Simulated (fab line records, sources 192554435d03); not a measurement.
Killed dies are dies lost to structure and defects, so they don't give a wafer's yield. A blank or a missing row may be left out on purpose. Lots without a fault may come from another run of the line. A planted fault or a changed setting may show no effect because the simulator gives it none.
Which tool did it? | flow n5_finfet | 24 lots, 72 wafers sampled, at 6 steps of a route of 1938

WHAT THE GAUGES READ, wafer by wafer
N5_BEOL_M6_OCD_MEAS_38. Usual: trench_depth_nm 93.8 nm, standard deviation 1.9.
lot  | measured     | on     | trench_depth_nm (nm) | flag
L075 | day 8 13:50  | ocd-01 | 90.7 90.9 94.2       |
L074 | day 9 05:22  | ocd-01 | 96.0 93.9 94.5       |
L076 | day 9 06:28  | ocd-02 | 91.5 93.2 93.5       |
L077 | day 9 07:23  | ocd-02 | 93.2 94.6 94.2       |
L078 | day 9 17:55  | ocd-01 | 93.3 94.0 91.3       |
L079 | day 9 21:10  | ocd-02 | 92.6 92.6 95.9       |
L080 | day 10 05:28 | ocd-01 | 93.2 92.4 92.9       |
L081 | day 10 09:40 | ocd-02 | 95.8 92.5 94.2       |
L082 | day 10 10:09 | ocd-02 | 93.4 95.1 93.2       |
L083 | day 10 14:50 | ocd-01 | 92.3 92.0 94.3       |
L084 | day 11 03:44 | ocd-01 | 93.1 92.9 92.2       |
L085 | day 11 09:20 | ocd-01 | 96.0 93.6 93.5       |
L086 | day 11 18:22 | ocd-02 | 92.7 95.5 94.6       |
L087 | day 12 16:35 | ocd-01 | 91.5 91.3 93.2       |
L089 | day 12 20:35 | ocd-01 | 94.8 94.8 94.1       |
L088 | day 12 20:38 | ocd-02 | 95.9 92.0 96.0       |
L090 | day 13 00:31 | ocd-01 | 92.0 96.7 95.1       |
L091 | day 13 02:59 | ocd-02 | 93.0 93.0 92.9       |
L093 | day 13 13:59 | ocd-01 | 92.0 92.5 93.7       |
L094 | day 13 19:19 | ocd-02 | 94.3 93.1 95.1       |
L092 | day 13 19:51 | ocd-02 | 96.0 94.0 96.1       |
L095 | day 14 02:53 | ocd-01 | 93.5 91.5 93.9       |
L096 | day 14 11:12 | ocd-02 | 96.7 97.6 98.0       |
L097 | day 14 13:40 | ocd-01 | 96.7 95.2 96.0       |

N5_BEOL_M7_OVL_MEAS_12. Usual: M7_OVL 0.1 nm, standard deviation 0.71.
lot  | measured     | on         | M7_OVL (nm)    | flag
L075 | day 8 17:54  | overlay-02 | 0.6 0.6 1.0    |
L074 | day 9 09:12  | overlay-01 | -0.4 1.2 0.4   |
L076 | day 9 11:27  | overlay-02 | -1.1 -0.6 0.0  |
L077 | day 9 11:44  | overlay-01 | 1.3 -0.2 0.3   |
L078 | day 9 23:14  | overlay-01 | 0.2 0.2 -0.8   |
L079 | day 10 00:55 | overlay-01 | -0.8 -1.0 0.7  |
L080 | day 10 10:22 | overlay-02 | 0.2 0.1 0.7    |
L081 | day 10 13:53 | overlay-01 | -0.3 -0.4 -0.4 |
L082 | day 10 14:18 | overlay-01 | 0.1 -1.4 0.5   |
L083 | day 10 20:04 | overlay-01 | -0.7 -0.6 -0.1 |
L084 | day 11 09:45 | overlay-02 | 0.1 -0.5 -1.0  |
L085 | day 11 15:45 | overlay-01 | 0.7 1.0 -0.5   |
L086 | day 12 00:27 | overlay-01 | 1.3 1.2 0.3    |
L087 | day 12 21:34 | overlay-01 | 0.6 0.1 -0.3   |
L089 | day 13 01:24 | overlay-02 | -0.1 0.0 0.1   |
L088 | day 13 01:38 | overlay-01 | -0.3 -1.6 0.3  |
L090 | day 13 07:07 | overlay-01 | 1.6 0.3 0.8    |
L091 | day 13 09:58 | overlay-02 | -0.7 -0.8 -1.5 |
L093 | day 13 20:04 | overlay-02 | 0.7 1.7 1.8    |
L094 | day 14 00:17 | overlay-01 | 0.1 -0.6 0.4   |
L092 | day 14 00:32 | overlay-01 | -0.4 0.0 1.4   |
L095 | day 14 08:11 | overlay-02 | -0.1 0.6 -1.0  |
L096 | day 14 17:10 | overlay-01 | -0.5 -0.5 -0.2 |
L097 | day 14 19:54 | overlay-02 | 0.9 0.1 -0.2   |

N5_BEOL_M7_INSPECT_30: inspects for defects (brightfield). Usual: raw_defect_count 401, standard deviation 90.
lot  | measured     | on                | raw_defect_count | flag
L075 | day 8 21:46  | defect_inspect-01 | 343 282 229      |
L074 | day 9 10:23  | defect_inspect-01 | 326 325 270      |
L076 | day 9 13:09  | defect_inspect-02 | 425 405 479      |
L077 | day 9 13:11  | defect_inspect-02 | 369 316 445      |
L078 | day 10 03:31 | defect_inspect-01 | 282 279 359      |
L079 | day 10 03:20 | defect_inspect-01 | 403 408 407      |
L080 | day 10 11:39 | defect_inspect-01 | 433 346 294      |
L081 | day 10 15:07 | defect_inspect-02 | 481 462 346      |
L082 | day 10 16:30 | defect_inspect-01 | 356 421 297      |
L083 | day 10 21:02 | defect_inspect-02 | 478 381 402      |
L084 | day 11 11:29 | defect_inspect-01 | 533 419 385      |
L085 | day 11 17:52 | defect_inspect-01 | 416 505 466      |
L086 | day 12 03:11 | defect_inspect-01 | 613 456 608      |
L087 | day 12 23:48 | defect_inspect-01 | 394 551 299      |
L089 | day 13 02:31 | defect_inspect-01 | 512 421 536      |
L088 | day 13 02:45 | defect_inspect-01 | 345 259 216      |
L090 | day 13 09:27 | defect_inspect-01 | 299 264 311      |
L091 | day 13 11:31 | defect_inspect-01 | 343 299 235      |
L093 | day 13 21:05 | defect_inspect-02 | 477 421 434      |
L094 | day 14 02:25 | defect_inspect-02 | 357 532 539      |
L092 | day 14 02:35 | defect_inspect-01 | 468 447 380      |
L095 | day 14 10:52 | defect_inspect-02 | 507 489 374      |
L096 | day 14 18:46 | defect_inspect-02 | 368 477 524      |
L097 | day 14 20:56 | defect_inspect-01 | 528 412 464      |

WHICH TOOL RAN EACH LOT (tool, then ch and the chambers of the sampled wafers, then the start)
lot  | N5_BEOL_M6_SURFACE_TREAT_79  | N5_BEOL_M7_PECVD_70             | N5_BEOL_M7_HM_OPEN_17
L075 | pvd_sputter-01, day 8 14:50  | pecvd-02 ch 0,1,2, day 8 16:51  | rie_metal-03 ch 0,1, day 8 18:34
L074 | pvd_sputter-02, day 9 06:49  | pecvd-03 ch 1,2, day 9 08:37    | rie_metal-03 ch 0,1, day 9 09:32
L076 | pvd_sputter-03, day 9 07:22  | pecvd-04 ch 0,2, day 9 10:28    | rie_metal-03 ch 1, day 9 11:47
L077 | pvd_sputter-01, day 9 08:17  | pecvd-02 ch 0,1,2, day 9 10:41  | rie_metal-03 ch 0,1, day 9 12:13
L078 | pvd_sputter-02, day 9 20:23  | pecvd-04 ch 0,2, day 9 22:19    | rie_metal-02 ch 1, day 9 23:34
L079 | pvd_sputter-01, day 9 22:09  | pecvd-03 ch 1,2, day 10 00:10   | rie_metal-03 ch 0,1, day 10 01:16
L080 | pvd_sputter-01, day 10 06:22 | pecvd-02 ch 0,1, day 10 08:26   | rie_metal-02 ch 1, day 10 10:46
L081 | pvd_sputter-02, day 10 10:40 | pecvd-02 ch 1,2, day 10 12:55   | rie_metal-02 ch 0,1, day 10 14:27
L082 | pvd_sputter-03, day 10 11:08 | pecvd-02 ch 0,1,2, day 10 13:43 | rie_metal-03 ch 0,1, day 10 14:56
L083 | pvd_sputter-03, day 10 16:22 | pecvd-03 ch 1,2, day 10 18:17   | rie_metal-02 ch 0,1, day 10 20:24
L084 | pvd_sputter-01, day 11 04:56 | pecvd-04 ch 1,2, day 11 07:14   | rie_metal-01 ch 1, day 11 10:12
L085 | pvd_sputter-01, day 11 11:01 | pecvd-02 ch 0,2, day 11 13:11   | rie_metal-02 ch 0,1, day 11 16:05
L086 | pvd_sputter-01, day 11 19:56 | pecvd-02 ch 0, day 11 22:01     | rie_metal-03 ch 1, day 12 00:49
L087 | pvd_sputter-02, day 12 18:09 | pecvd-04 ch 0,2, day 12 20:03   | rie_metal-02 ch 0,1, day 12 21:54
L089 | pvd_sputter-03, day 12 21:38 | pecvd-04 ch 0,1,2, day 13 00:34 | rie_metal-01 ch 0,1, day 13 01:46
L088 | pvd_sputter-02, day 12 21:40 | pecvd-03 ch 0,1, day 13 00:46   | rie_metal-02 ch 0,1, day 13 01:59
L090 | pvd_sputter-01, day 13 02:49 | pecvd-04 ch 0,1,2, day 13 05:05 | rie_metal-02 ch 0, day 13 07:26
L091 | pvd_sputter-01, day 13 05:59 | pecvd-04 ch 1,2, day 13 07:59   | rie_metal-01 ch 0,1, day 13 10:19
L093 | pvd_sputter-01, day 13 15:22 | pecvd-03 ch 0,1,2, day 13 17:19 | rie_metal-03 ch 0,1, day 13 20:23
L094 | pvd_sputter-01, day 13 20:47 | pecvd-03 ch 0,1, day 13 23:35   | rie_metal-03 ch 0,1, day 14 00:46
L092 | pvd_sputter-03, day 13 20:56 | pecvd-02 ch 0,1,2, day 13 23:58 | rie_metal-02 ch 0,1, day 14 00:55
L095 | pvd_sputter-03, day 14 04:07 | pecvd-03 ch 0,1,2, day 14 06:08 | rie_metal-02 ch 0,1, day 14 08:32
L096 | pvd_sputter-01, day 14 12:29 | pecvd-02 ch 0,1,2, day 14 14:55 | rie_metal-01 ch 0,1, day 14 17:32
L097 | pvd_sputter-02, day 14 14:41 | pecvd-02 ch 0,1,2, day 14 18:17 | rie_metal-01 ch 0,1, day 14 20:14
- N5_BEOL_M6_SURFACE_TREAT_79
- N5_BEOL_M7_PECVD_70: deposits SiO2 from TEOS/O2, target thk 20 nm, time 22.7 s.
- N5_BEOL_M7_HM_OPEN_17: chemistry Cl2/BCl3, target TiN, target depth 20 nm, overetch 6 nm.

WHAT THE TOOLS THEMSELVES READ (means of the sampled wafers that have a number; where no wafer has one, the mark that the record gives instead)
N5_BEOL_M7_PECVD_70. Usual: heater_power_w 667 W, standard deviation 59; showerhead_plenum_p_Torr 8.79 Torr, standard deviation 0.09; throttle_valve_pct 22.0 %, standard deviation 0.67.
lot  | tool     | heater_power_w (W) | showerhead_plenum_p_Torr (Torr) | throttle_valve_pct (%) | flag
L075 | pecvd-02 | 613                | 8.74                            | 21.6                   |
L074 | pecvd-03 | 762                | 8.83                            | 22.5                   |
L076 | pecvd-04 | 673                | 8.73                            | 22.0                   |
L077 | pecvd-02 | 679                | 8.75                            | 21.6                   |
L078 | pecvd-04 | 638                | 8.74                            | 22.1                   |
L079 | pecvd-03 | 679                | 8.84                            | 22.7                   |
L080 | pecvd-02 | 600                | 8.74                            | 22.0                   |
L081 | pecvd-02 | 730                | 8.76                            | 21.5                   |
L082 | pecvd-02 | 630                | 8.75                            | 21.6                   |
L083 | pecvd-03 | 745                | 8.88                            | 22.4                   |
L084 | pecvd-04 | 699                | 8.81                            | 23.0                   |
L085 | pecvd-02 | 618                | 8.79                            | 21.4                   |
L086 | pecvd-02 | 602                | 8.78                            | 21.6                   |
L087 | pecvd-04 | 641                | 8.80                            | 22.6                   |
L089 | pecvd-04 | 660                | 8.75                            | 22.3                   |
L088 | pecvd-03 | 707                | 8.86                            | 22.7                   |
L090 | pecvd-04 | 621                | 8.75                            | 22.5                   |
L091 | pecvd-04 | 677                | 8.81                            | 22.8                   |
L093 | pecvd-03 | 672                | 8.87                            | 22.2                   |
L094 | pecvd-03 | 667                | 8.91                            | 22.3                   |
L092 | pecvd-02 | 654                | 8.73                            | 21.8                   |
L095 | pecvd-03 | 702                | 8.88                            | 22.3                   |
L096 | pecvd-02 | 652                | 8.74                            | 21.7                   |
L097 | pecvd-02 | 618                | 8.75                            | 21.6                   |

N5_BEOL_M7_HM_OPEN_17. Usual: drypump_motor_current_A 5.7 A, standard deviation 0.71; oes_product_au 0.71 a.u., standard deviation 0.094; throttle_valve_pct 21.98 %, standard deviation 0.25.
lot  | tool         | drypump_motor_current_A (A) | oes_product_au (a.u.) | throttle_valve_pct (%) | flag
L075 | rie_metal-03 | 6.2                         | 0.63                  | 22.00                  |
L074 | rie_metal-03 | 6.2                         | 0.62                  | 22.02                  |
L076 | rie_metal-03 | 6.8                         | 0.66                  | 22.09                  |
L077 | rie_metal-03 | 6.2                         | 0.62                  | 22.01                  |
L078 | rie_metal-02 | 5.2                         | 0.78                  | 21.76                  |
L079 | rie_metal-03 | 6.2                         | 0.62                  | 22.01                  |
L080 | rie_metal-02 | 5.2                         | 0.78                  | 21.76                  |
L081 | rie_metal-02 | 5.4                         | 0.83                  | 21.77                  |
L082 | rie_metal-03 | 6.2                         | 0.62                  | 22.03                  |
L083 | rie_metal-02 | 5.4                         | 0.82                  | 21.76                  |
L084 | rie_metal-01 | 6.5                         | 0.66                  | 22.35                  |
L085 | rie_metal-02 | 5.3                         | 0.78                  | 21.76                  |
L086 | rie_metal-03 | 6.8                         | 0.66                  | 22.09                  |
L087 | rie_metal-02 | 5.3                         | 0.77                  | 21.77                  |
L089 | rie_metal-01 | 6.0                         | 0.70                  | 22.39                  |
L088 | rie_metal-02 | 5.4                         | 0.78                  | 21.78                  |
L090 | rie_metal-02 | 5.5                         | 0.80                  | 21.79                  |
L091 | rie_metal-01 | 6.1                         | 0.70                  | 22.39                  |
L093 | rie_metal-03 | 5.6                         | 0.74                  | 21.84                  |
L094 | rie_metal-03 | 5.6                         | 0.75                  | 21.85                  |
L092 | rie_metal-02 | 5.4                         | 0.78                  | 21.79                  |
L095 | rie_metal-02 | 5.4                         | 0.77                  | 21.79                  |
L096 | rie_metal-01 | 6.1                         | 0.68                  | 22.41                  |
L097 | rie_metal-01 | 5.6                         | 0.74                  | 22.41                  |

THE ANSWER, worked out from the rows above alone
Rule: a lot is off if the mean of its wafers that have a number lies more than 3 standard deviations from the usual mean. A lot without any number at a reading at which 4 lots or more have one is off too. The other lots that the step has rows for count as sound. The gauges are gone through in route order, then the tools' own readings, and for those a lot's mean is taken as printed above. The first step at which some lot is off is used, and at that step the reading that is off furthest; a lot without a number counts as furthest.
No lot is off at any reading shown: from this, nothing can be told.

WHAT THE SIMULATOR HAD PUT IN
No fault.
